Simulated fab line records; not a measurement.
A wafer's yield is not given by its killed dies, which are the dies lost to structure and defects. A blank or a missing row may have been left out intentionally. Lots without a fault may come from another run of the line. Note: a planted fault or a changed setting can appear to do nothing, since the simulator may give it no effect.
Chamber matching	flow n5 finfet	N5_MOL_CONTACT_COAG_ALD_27 on ald sin-03: 4 sister chambers
The step deposits SiOC, target thk 17 nm, pulse time 1.5 s, time 2720 s. 16 wafers are shown with their chamber, then 8 later ones without.

## WAFERS, EACH WITH ITS CHAMBER
wafer	chamber	heater power w (W)	precursor pulse height rel
L076.1	1	833	1.023
L076.4	2	842	0.983
L076.5	3	895	1.013
L080.1	0	973	0.966
L080.4	3	886	1.012
L080.6	1	862	0.962
L086.1	2	870	1.041
L086.5	2	859	1.011
L086.6	1	851	1.007
L090.3	3	958	0.999
L090.4	0	940	1.004
L090.5	1	854	0.958
L092.1	0	952	1.013
L092.2	2	862	0.954
L092.6	2	872	0.999
L094.1	1	839	0.979

SIGNATURES (means of the wafers above)
reading	chamber 0	chamber 1	chamber 2	chamber 3	scatter within a chamber
heater power w	955.00	847.80	861.00	913.00	19.9
precursor pulse height rel	0.99433	0.98580	0.99760	1.00800	0.027
Rule: a wafer's distance from a chamber is the root of the sum, over the readings, of the square of ((its reading less the chamber's mean) divided by the reading's scatter). If the next closest chamber is less than 2 further off than the closest, the wafer can't be placed; otherwise it belongs to the closest. The scatter: the root of (the sum of the squares of (reading less its chamber's mean) over the shown wafers, divided by (wafers less chambers)).

## WAFERS WITH NO CHAMBER GIVEN
wafer	heater power w (W)	precursor pulse height rel
L094.2	943	0.980
L094.5	967	0.993
L095.2	970	0.993
L095.5	954	0.999
L095.6	954	1.009
L097.2	967	1.028
L097.3	829	1.020
L097.6	947	0.985

## CHAMBER TAKEN BY EACH
wafer	from the rows above	in truth
L094.2	can't be placed: 0 or 3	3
L094.5	0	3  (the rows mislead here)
L095.2	0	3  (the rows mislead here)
L095.5	can't be placed: 0 or 3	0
L095.6	can't be placed: 0 or 3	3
L097.2	can't be placed: 0 or 3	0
L097.3	can't be placed: 1 or 2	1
L097.6	can't be placed: 0 or 3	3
Correctly placed: 0 of 8. These rows do not allow placing 6 (true chamber among the candidates in 6). Number placed wrongly: 2.
